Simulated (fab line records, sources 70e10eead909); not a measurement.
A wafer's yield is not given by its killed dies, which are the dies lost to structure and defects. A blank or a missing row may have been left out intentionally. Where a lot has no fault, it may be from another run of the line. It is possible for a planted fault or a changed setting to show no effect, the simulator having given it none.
Chamber matching | flow nand_harc | NHARC_P_GATE_STRIP_101 on rie_diel-10: 4 sister chambers
The step strips in O2, time 20 s. 14 wafers are shown with their chamber, then 7 later ones without.

WAFERS PAIRED WITH THEIR CHAMBERS
wafer  | chamber | showerhead_plenum_p_Torr (Torr) | oes_product_au (a.u.) | throttle_valve_pct (%)
L075.1 | 1       | 3.61                            | 1.017                 | 17.040
L075.4 | 3       | 3.34                            | 1.008                 | 17.033
L075.5 | 1       | 3.61                            | 0.998                 | 17.026
L077.4 | 2       | 3.74                            | 0.994                 | 17.023
L077.5 | 3       | 3.34                            | 1.007                 | 17.026
L077.6 | 2       | 3.74                            | 0.984                 | 17.039
L083.1 | 1       | 3.60                            | 1.009                 | 17.053
L083.2 | 3       | 3.34                            | 1.002                 | 17.026
L083.5 | 2       | 3.73                            | 1.001                 | 17.019
L085.1 | 2       | 3.73                            | 0.996                 | 17.033
L085.2 | 1       | 3.60                            | 1.014                 | 17.037
L085.3 | 3       | 3.34                            | 1.006                 | 17.030
L086.1 | 0       | 3.31                            | 0.995                 | 17.046
L086.3 | 1       | 3.60                            | 1.015                 | 17.030

SIGNATURES (averages over the wafers above)
reading                  | chamber 0 | chamber 1 | chamber 2 | chamber 3 | scatter within a chamber
showerhead_plenum_p_Torr | 3.3100    | 3.6040    | 3.7350    | 3.3400    | 0.00469
oes_product_au           | 0.99500   | 1.01060   | 0.99375   | 1.00575   | 0.00638
throttle_valve_pct       | 17.04600  | 17.03720  | 17.02850  | 17.02875  | 0.00849
Rule: for each reading, subtract the chamber's mean from the wafer's reading, divide by that reading's scatter and square the result; add these up over the readings and take the root, which gives the wafer's distance from the chamber. If the next closest chamber is less than 2 further off than the closest, the wafer can't be placed; otherwise it belongs to the closest. The scatter: take each reading less its chamber's mean, square it, sum over the shown wafers, divide by the number of wafers less the number of chambers, and take the root.

WAFERS WITH NO CHAMBER GIVEN
wafer  | showerhead_plenum_p_Torr (Torr) | oes_product_au (a.u.) | throttle_valve_pct (%)
L086.4 | 3.73                            | 0.997                 | 17.026
L091.2 | 3.60                            | 1.002                 | 17.043
L091.4 | 3.34                            | 1.002                 | 17.036
L091.5 | 3.73                            | 0.993                 | 17.039
L092.1 | 3.31                            | 0.996                 | 17.029
L092.2 | 3.34                            | 0.997                 | 17.030
L092.3 | 3.73                            | 0.979                 | 17.046

WHICH CHAMBER EACH ONE RAN IN
wafer  | from the rows above | in truth
L086.4 | 2                   | 2
L091.2 | 1                   | 1
L091.4 | 3                   | 3
L091.5 | 2                   | 2
L092.1 | 0                   | 0
L092.2 | 3                   | 3
L092.3 | 2                   | 2
Correctly placed: 7 of 7. From these rows, 0 cannot be placed. Wrongly placed: 0.
